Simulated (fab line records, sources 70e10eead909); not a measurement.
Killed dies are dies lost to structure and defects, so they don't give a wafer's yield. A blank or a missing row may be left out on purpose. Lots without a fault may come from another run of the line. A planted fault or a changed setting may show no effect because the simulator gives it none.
Chamber matching | flow nand_harc | NHARC_A_CHANNEL_FILL_D2_ALD_14 on ald_hk-04: 4 sister chambers
The step deposits SiO2, target thk 2.5 nm, pulse time 10 s, ald cycles 25. 4 wafers are shown with their chamber, then 9 later ones without.

WAFERS WITH THEIR CHAMBER
wafer  | chamber | heater_power_w (W)
L081.2 | 2       | 440
L081.3 | 3       | 482
L082.2 | 1       | 462
L082.5 | 0       | 611

WAFERS WITHOUT THEIR CHAMBER
wafer  | heater_power_w (W)
L083.2 | 492
L083.4 | 474
L083.5 | 465
L086.1 | 628
L086.3 | 471
L086.4 | 458
L093.2 | 456
L093.3 | 598
L093.6 | 478

WHICH CHAMBER EACH WENT THROUGH
wafer  | from the rows above     | in truth
L083.2 | 3                       | 3
L083.4 | can't be placed: 3 or 1 | 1
L083.5 | can't be placed: 1 or 3 | 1
L086.1 | 0                       | 0
L086.3 | can't be placed: 1 or 3 | 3
L086.4 | can't be placed: 1 or 2 | 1
L093.2 | can't be placed: 1 or 2 | 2
L093.3 | 0                       | 0
L093.6 | can't be placed: 3 or 1 | 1
Placed correctly: 3 of 9. Can't be placed from these rows: 6 (the true chamber is among the candidates in 6). Placed wrongly: 0.
How it was worked out, from the rows above alone: a wafer's distance from a chamber is the root of the sum, over the readings, of the square of ((its reading less the chamber's mean) divided by the reading's scatter). The wafer belongs to the nearest chamber; if the next one is less than 2 further off, it can't be placed. A chamber's mean is the mean of its shown wafers. The scatter: with one shown wafer a chamber, the root of the mean of the squares of how far each hidden wafer lies from its nearest shown one.
